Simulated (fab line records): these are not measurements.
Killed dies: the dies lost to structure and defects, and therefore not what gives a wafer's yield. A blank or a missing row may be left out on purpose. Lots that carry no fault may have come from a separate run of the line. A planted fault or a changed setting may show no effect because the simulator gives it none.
Which tool is to blame? || flow nand_harc || 12 lots, 36 wafers sampled, at 5 steps of a route of 1159

WHAT THE GAUGES SHOWED, per wafer
NHARC_END_SORT_01.
{"lot": "L821", "measured": "day 21 09:08", "on": "prober-01", "killed_at_array": "22 24 15", "killed_at_other": "0 0 0", "killed_at_periphery": "5 4 5", "killed_dies": "27 28 20", "killed_open": "4 1 2", "killed_short": "3 1 1"}
{"lot": "L820", "measured": "day 21 00:32", "on": "prober-01", "killed_at_array": "15 24 20", "killed_at_other": "0 0 0", "killed_at_periphery": "4 2 3", "killed_dies": "19 26 23", "killed_open": "6 3 1", "killed_short": "1 2 2"}
{"lot": "L825", "measured": "day 21 19:14", "on": "prober-01", "killed_at_array": "35 26", "killed_at_other": "0 2", "killed_at_periphery": "3 0", "killed_dies": "38 28", "killed_open": "4 2", "killed_short": "2 0"}
{"lot": "L832", "measured": "day 24 04:15", "on": "prober-01", "killed_at_array": "16 14 18", "killed_at_other": "3 0 0", "killed_at_periphery": "2 1 3", "killed_dies": "21 15 21", "killed_open": "2 3 5", "killed_short": "3 1 3"}

WHAT TOOL EACH LOT RAN ON (gives the tool, then ch and the chambers of the sampled wafers, and finally the start)
{"lot": "L817", "NHARC_A_CHANNEL_FILL_D1_ALD_02": "ald_hk-01 ch 0,1, day 8 16:00", "NHARC_A_CHANNEL_FILL_D1_ALD_15": "ald_sin_batch-03 ch 0, day 10 06:38 or earlier", "NHARC_A_CHANNEL_FILL_D1_ALD_25": "ald_hk-01 ch 1,2, day 10 06:38", "NHARC_A_STAIRCASE_ETCH_169": "rie_diel-11 ch 0,1, day 10 23:26"}
{"lot": "L819", "NHARC_A_CHANNEL_FILL_D1_ALD_02": "ald_hk-01 ch 0,1,2, day 8 19:55", "NHARC_A_CHANNEL_FILL_D1_ALD_15": "ald_sin_batch-03 ch 0, day 10 07:23 or earlier", "NHARC_A_CHANNEL_FILL_D1_ALD_25": "ald_hk-04 ch 0,1,2, day 10 07:23", "NHARC_A_STAIRCASE_ETCH_169": "rie_diel-11 ch 0,2, day 10 23:30"}
{"lot": "L821", "NHARC_A_CHANNEL_FILL_D1_ALD_02": "ald_hk-02 ch 1,2,3, day 9 14:50", "NHARC_A_CHANNEL_FILL_D1_ALD_15": "ald_sin_batch-02 ch 0, day 11 03:34 or earlier", "NHARC_A_CHANNEL_FILL_D1_ALD_25": "ald_hk-04 ch 0,2,3, day 11 03:34", "NHARC_A_STAIRCASE_ETCH_169": "rie_diel-11 ch 1,2,3, day 11 16:12"}
{"lot": "L820", "NHARC_A_CHANNEL_FILL_D1_ALD_02": "ald_hk-01 ch 0,2,3, day 9 15:05", "NHARC_A_CHANNEL_FILL_D1_ALD_15": "ald_sin_batch-02 ch 0, day 11 04:11 or earlier", "NHARC_A_CHANNEL_FILL_D1_ALD_25": "ald_hk-02 ch 0,2,3, day 11 04:11", "NHARC_A_STAIRCASE_ETCH_169": "rie_diel-11 ch 0,1,3, day 11 16:25"}
{"lot": "L822", "NHARC_A_CHANNEL_FILL_D1_ALD_02": "ald_hk-02 ch 0,1,3, day 9 19:25", "NHARC_A_CHANNEL_FILL_D1_ALD_15": "ald_sin_batch-01 ch 0, day 11 10:26 or earlier", "NHARC_A_CHANNEL_FILL_D1_ALD_25": "ald_hk-01 ch 1,2,3, day 11 10:26", "NHARC_A_STAIRCASE_ETCH_169": "rie_diel-03 ch 2,3, day 11 23:40"}
{"lot": "L823", "NHARC_A_CHANNEL_FILL_D1_ALD_02": "ald_hk-02 ch 1,2, day 9 19:46", "NHARC_A_CHANNEL_FILL_D1_ALD_15": "ald_sin_batch-01 ch 0, day 11 12:17 or earlier", "NHARC_A_CHANNEL_FILL_D1_ALD_25": "ald_hk-02 ch 1,2,3, day 11 12:17", "NHARC_A_STAIRCASE_ETCH_169": "rie_diel-02 ch 1,2,3, day 11 23:56"}
{"lot": "L826", "NHARC_A_CHANNEL_FILL_D1_ALD_02": "ald_hk-02 ch 2,3, day 10 17:35", "NHARC_A_CHANNEL_FILL_D1_ALD_15": "ald_sin_batch-02 ch 0, day 12 07:14 or earlier", "NHARC_A_CHANNEL_FILL_D1_ALD_25": "ald_hk-02 ch 0,1,2, day 12 07:14", "NHARC_A_STAIRCASE_ETCH_169": "rie_diel-11 ch 2,3, day 12 19:13"}
{"lot": "L825", "NHARC_A_CHANNEL_FILL_D1_ALD_02": "ald_hk-02 ch 0,1,2, day 10 19:19", "NHARC_A_CHANNEL_FILL_D1_ALD_15": "ald_sin_batch-02 ch 0, day 12 06:01 or earlier", "NHARC_A_CHANNEL_FILL_D1_ALD_25": "ald_hk-04 ch 0,1,3, day 12 06:01", "NHARC_A_STAIRCASE_ETCH_169": "rie_diel-11 ch 0,2,3, day 12 19:04"}
{"lot": "L827", "NHARC_A_CHANNEL_FILL_D1_ALD_02": "ald_hk-04 ch 0,3, day 10 21:46", "NHARC_A_CHANNEL_FILL_D1_ALD_15": "ald_sin_batch-03 ch 0, day 12 12:46 or earlier", "NHARC_A_CHANNEL_FILL_D1_ALD_25": "ald_hk-04 ch 1,2,3, day 12 12:46", "NHARC_A_STAIRCASE_ETCH_169": "rie_diel-03 ch 0,2, day 13 01:19"}
{"lot": "L832", "NHARC_A_CHANNEL_FILL_D1_ALD_02": "ald_hk-01 ch 0,1, day 12 15:07", "NHARC_A_CHANNEL_FILL_D1_ALD_15": "ald_sin_batch-02 ch 0, day 14 04:05 or earlier", "NHARC_A_CHANNEL_FILL_D1_ALD_25": "ald_hk-01 ch 1,3, day 14 04:05", "NHARC_A_STAIRCASE_ETCH_169": "rie_diel-11 ch 1,3, day 14 16:37"}
{"lot": "L830", "NHARC_A_CHANNEL_FILL_D1_ALD_02": "ald_hk-01 ch 0,2,3, day 12 18:08", "NHARC_A_CHANNEL_FILL_D1_ALD_15": "ald_sin_batch-01 ch 0, day 14 05:43 or earlier", "NHARC_A_CHANNEL_FILL_D1_ALD_25": "ald_hk-02 ch 0,2,3, day 14 05:43", "NHARC_A_STAIRCASE_ETCH_169": "rie_diel-11 ch 0,1,2, day 14 16:56"}
{"lot": "L836", "NHARC_A_CHANNEL_FILL_D1_ALD_02": "ald_hk-01 ch 1,2,3, day 13 07:05", "NHARC_A_CHANNEL_FILL_D1_ALD_15": "ald_sin_batch-02 ch 0, day 14 19:18 or earlier", "NHARC_A_CHANNEL_FILL_D1_ALD_25": "ald_hk-01 ch 0,1, day 14 19:18", "NHARC_A_STAIRCASE_ETCH_169": "rie_diel-11 ch 0,2,3, day 15 09:25"}
- NHARC_A_CHANNEL_FILL_D1_ALD_02: deposits SiO2, target thk 6 nm, pulse time 10 s, ald cycles 60.
- NHARC_A_CHANNEL_FILL_D1_ALD_15: deposits SiNx, target thk 2 nm, pulse time 60 s, ald cycles 19.
- NHARC_A_CHANNEL_FILL_D1_ALD_25: deposits SiOx, target thk 60 nm, pulse time 10 s, ald cycles 600.
- NHARC_A_STAIRCASE_ETCH_169: etches the open film in CH3F/O2, target depth 50 nm, time 107.1 s.

AS READ BY THE TOOLS THEMSELVES (means over the sampled wafers that have a number; for cases with no such wafer, the mark the record gives instead)
NHARC_A_CHANNEL_FILL_D1_ALD_02.
{"lot": "L817", "tool": "ald_hk-01", "heater_power_w (W)": 488, "precursor_pulse_height_rel": 1.000}
{"lot": "L819", "tool": "ald_hk-01", "heater_power_w (W)": 484, "precursor_pulse_height_rel": 1.008}
{"lot": "L821", "tool": "ald_hk-02", "heater_power_w (W)": 476, "precursor_pulse_height_rel": 0.991}
{"lot": "L820", "tool": "ald_hk-01", "heater_power_w (W)": 480, "precursor_pulse_height_rel": 1.008}
{"lot": "L822", "tool": "ald_hk-02", "heater_power_w (W)": 490, "precursor_pulse_height_rel": 0.983}
{"lot": "L823", "tool": "ald_hk-02", "heater_power_w (W)": 488, "precursor_pulse_height_rel": 0.988}
{"lot": "L826", "tool": "ald_hk-02", "heater_power_w (W)": 463, "precursor_pulse_height_rel": 0.997}
{"lot": "L825", "tool": "ald_hk-02", "heater_power_w (W)": 516, "precursor_pulse_height_rel": 1.001}
{"lot": "L827", "tool": "ald_hk-04", "heater_power_w (W)": 558, "precursor_pulse_height_rel": 1.012}
{"lot": "L832", "tool": "ald_hk-01", "heater_power_w (W)": 460, "precursor_pulse_height_rel": 0.993}
{"lot": "L830", "tool": "ald_hk-01", "heater_power_w (W)": 477, "precursor_pulse_height_rel": 0.988}
{"lot": "L836", "tool": "ald_hk-01", "heater_power_w (W)": 500, "precursor_pulse_height_rel": 0.991}

NHARC_A_CHANNEL_FILL_D1_ALD_15.
{"lot": "L817", "tool": "ald_sin_batch-03", "chamber_pressure_Torr (Torr)": 2.002, "precursor_pulse_height_rel": 1.031}
{"lot": "L819", "tool": "ald_sin_batch-03", "chamber_pressure_Torr (Torr)": 2.003, "precursor_pulse_height_rel": 0.996}
{"lot": "L821", "tool": "ald_sin_batch-02", "chamber_pressure_Torr (Torr)": 2.002, "precursor_pulse_height_rel": 1.005}
{"lot": "L820", "tool": "ald_sin_batch-02", "chamber_pressure_Torr (Torr)": 2.000, "precursor_pulse_height_rel": 0.992}
{"lot": "L822", "tool": "ald_sin_batch-01", "chamber_pressure_Torr (Torr)": 1.996, "precursor_pulse_height_rel": 1.000}
{"lot": "L823", "tool": "ald_sin_batch-01", "chamber_pressure_Torr (Torr)": 1.999, "precursor_pulse_height_rel": 0.988}
{"lot": "L826", "tool": "ald_sin_batch-02", "chamber_pressure_Torr (Torr)": 2.000, "precursor_pulse_height_rel": 1.029}
{"lot": "L825", "tool": "ald_sin_batch-02", "chamber_pressure_Torr (Torr)": 1.999, "precursor_pulse_height_rel": 1.002}
{"lot": "L827", "tool": "ald_sin_batch-03", "chamber_pressure_Torr (Torr)": 1.994, "precursor_pulse_height_rel": 1.016}
{"lot": "L832", "tool": "ald_sin_batch-02", "chamber_pressure_Torr (Torr)": 1.993, "precursor_pulse_height_rel": 1.002}
{"lot": "L830", "tool": "ald_sin_batch-01", "chamber_pressure_Torr (Torr)": 1.997, "precursor_pulse_height_rel": 0.993}
{"lot": "L836", "tool": "ald_sin_batch-02", "chamber_pressure_Torr (Torr)": 1.997, "precursor_pulse_height_rel": 1.019}

NHARC_A_CHANNEL_FILL_D1_ALD_25.
{"lot": "L817", "tool": "ald_hk-01", "heater_power_w (W)": 504, "precursor_pulse_height_rel": 1.018}
{"lot": "L819", "tool": "ald_hk-04", "heater_power_w (W)": 483, "precursor_pulse_height_rel": 1.020}
{"lot": "L821", "tool": "ald_hk-04", "heater_power_w (W)": 505, "precursor_pulse_height_rel": 1.006}
{"lot": "L820", "tool": "ald_hk-02", "heater_power_w (W)": 494, "precursor_pulse_height_rel": 1.002}
{"lot": "L822", "tool": "ald_hk-01", "heater_power_w (W)": 498, "precursor_pulse_height_rel": 0.997}
{"lot": "L823", "tool": "ald_hk-02", "heater_power_w (W)": 479, "precursor_pulse_height_rel": 1.004}
{"lot": "L826", "tool": "ald_hk-02", "heater_power_w (W)": 508, "precursor_pulse_height_rel": 0.992}
{"lot": "L825", "tool": "ald_hk-04", "heater_power_w (W)": 499, "precursor_pulse_height_rel": 1.007}
{"lot": "L827", "tool": "ald_hk-04", "heater_power_w (W)": 452, "precursor_pulse_height_rel": 1.002}
{"lot": "L832", "tool": "ald_hk-01", "heater_power_w (W)": 487, "precursor_pulse_height_rel": 0.983}
{"lot": "L830", "tool": "ald_hk-02", "heater_power_w (W)": 505, "precursor_pulse_height_rel": 1.006}
{"lot": "L836", "tool": "ald_hk-01", "heater_power_w (W)": 472, "precursor_pulse_height_rel": 1.000}

NHARC_A_STAIRCASE_ETCH_169.
{"lot": "L817", "tool": "rie_diel-11", "chamber_pressure_mTorr (mTorr)": 24.982, "drypump_motor_current_A (A)": 5.92, "oes_product_au (a.u.)": 0.932, "rf_vpp_V (V)": 244.6, "run_length_s (s)": 128.7, "showerhead_plenum_p_Torr (Torr)": 2.49, "throttle_valve_pct (%)": 20.659}
{"lot": "L819", "tool": "rie_diel-11", "chamber_pressure_mTorr (mTorr)": 24.980, "drypump_motor_current_A (A)": 5.86, "oes_product_au (a.u.)": 0.929, "rf_vpp_V (V)": 244.7, "run_length_s (s)": 129.0, "showerhead_plenum_p_Torr (Torr)": 2.52, "throttle_valve_pct (%)": 20.673}
{"lot": "L821", "tool": "rie_diel-11", "chamber_pressure_mTorr (mTorr)": 25.010, "drypump_motor_current_A (A)": 5.56, "oes_product_au (a.u.)": 0.969, "rf_vpp_V (V)": 245.5, "run_length_s (s)": 128.7, "showerhead_plenum_p_Torr (Torr)": 2.52, "throttle_valve_pct (%)": 20.666}
{"lot": "L820", "tool": "rie_diel-11", "chamber_pressure_mTorr (mTorr)": 24.967, "drypump_motor_current_A (A)": 5.81, "oes_product_au (a.u.)": 0.949, "rf_vpp_V (V)": 245.2, "run_length_s (s)": 128.8, "showerhead_plenum_p_Torr (Torr)": 2.49, "throttle_valve_pct (%)": 20.668}
{"lot": "L822", "tool": "rie_diel-03", "chamber_pressure_mTorr (mTorr)": 24.998, "drypump_motor_current_A (A)": 5.78, "oes_product_au (a.u.)": 0.948, "rf_vpp_V (V)": 244.4, "run_length_s (s)": 128.1, "showerhead_plenum_p_Torr (Torr)": 2.43, "throttle_valve_pct (%)": 20.667}
{"lot": "L823", "tool": "rie_diel-02", "chamber_pressure_mTorr (mTorr)": 24.979, "drypump_motor_current_A (A)": 5.71, "oes_product_au (a.u.)": 0.941, "rf_vpp_V (V)": 242.5, "run_length_s (s)": 128.5, "showerhead_plenum_p_Torr (Torr)": 2.32, "throttle_valve_pct (%)": 20.658}
{"lot": "L826", "tool": "rie_diel-11", "chamber_pressure_mTorr (mTorr)": 25.010, "drypump_motor_current_A (A)": 5.46, "oes_product_au (a.u.)": 0.948, "rf_vpp_V (V)": 245.8, "run_length_s (s)": 128.7, "showerhead_plenum_p_Torr (Torr)": 2.52, "throttle_valve_pct (%)": 20.661}
{"lot": "L825", "tool": "rie_diel-11", "chamber_pressure_mTorr (mTorr)": 24.989, "drypump_motor_current_A (A)": 5.66, "oes_product_au (a.u.)": 0.956, "rf_vpp_V (V)": 245.0, "run_length_s (s)": 128.5, "showerhead_plenum_p_Torr (Torr)": 2.52, "throttle_valve_pct (%)": 20.662}
{"lot": "L827", "tool": "rie_diel-03", "chamber_pressure_mTorr (mTorr)": 25.005, "drypump_motor_current_A (A)": 5.88, "oes_product_au (a.u.)": 0.940, "rf_vpp_V (V)": 245.0, "run_length_s (s)": 128.4, "showerhead_plenum_p_Torr (Torr)": 2.53, "throttle_valve_pct (%)": 20.662}
{"lot": "L832", "tool": "rie_diel-11", "chamber_pressure_mTorr (mTorr)": 25.013, "drypump_motor_current_A (A)": 5.74, "oes_product_au (a.u.)": 0.922, "rf_vpp_V (V)": 244.8, "run_length_s (s)": 128.5, "showerhead_plenum_p_Torr (Torr)": 2.48, "throttle_valve_pct (%)": 20.665}
{"lot": "L830", "tool": "rie_diel-11", "chamber_pressure_mTorr (mTorr)": 24.995, "drypump_motor_current_A (A)": 5.78, "oes_product_au (a.u.)": 0.937, "rf_vpp_V (V)": 245.4, "run_length_s (s)": 132.4, "showerhead_plenum_p_Torr (Torr)": 2.51, "throttle_valve_pct (%)": 20.664}
{"lot": "L836", "tool": "rie_diel-11", "chamber_pressure_mTorr (mTorr)": 25.010, "drypump_motor_current_A (A)": 5.68, "oes_product_au (a.u.)": 0.934, "rf_vpp_V (V)": 245.0, "run_length_s (s)": 132.2, "showerhead_plenum_p_Torr (Torr)": 2.51, "throttle_valve_pct (%)": 20.660}

THE ANSWER, worked out from the rows above alone
Rule: the usual values come from the lots themselves. The widest of any qualifying gaps counts: lots, ordered by their means at a reading, are off when they make up no more than a third of the lots, leave a main group of 4 or more, and stand apart from it by 3 or more times the standard deviation of that group's means. If all means in a main group match to the digits the tables above print for the reading, that group is not used. A lot without any number at a reading at which 4 lots or more have one is off too. Where the step has rows for the other lots, those lots are counted as sound. Order of review: gauges by route order, followed by the tools' own readings, for which a lot's mean as printed above is used. The first step at which some lot is off is used, and at that step the reading that is off furthest; a lot without a number counts as furthest.
Off, at NHARC_A_STAIRCASE_ETCH_169 on run_length_s: L830, L836. The main group has a mean of 128.6 s with a standard deviation of 0.23.
A tool fits if, at that step or a process step before it, it ran every lot that is off, and no sound lot after the first of them. NHARC_A_CHANNEL_FILL_D1_ALD_15: start missing for some lots; hours and lot order therefore follow NHARC_A_CHANNEL_FILL_D1_ALD_25. Can't be told from this: 2 tools fit, ald_hk-01 at NHARC_A_CHANNEL_FILL_D1_ALD_02, rie_diel-11 at NHARC_A_STAIRCASE_ETCH_169.

WHAT THE SIMULATOR PUT IN
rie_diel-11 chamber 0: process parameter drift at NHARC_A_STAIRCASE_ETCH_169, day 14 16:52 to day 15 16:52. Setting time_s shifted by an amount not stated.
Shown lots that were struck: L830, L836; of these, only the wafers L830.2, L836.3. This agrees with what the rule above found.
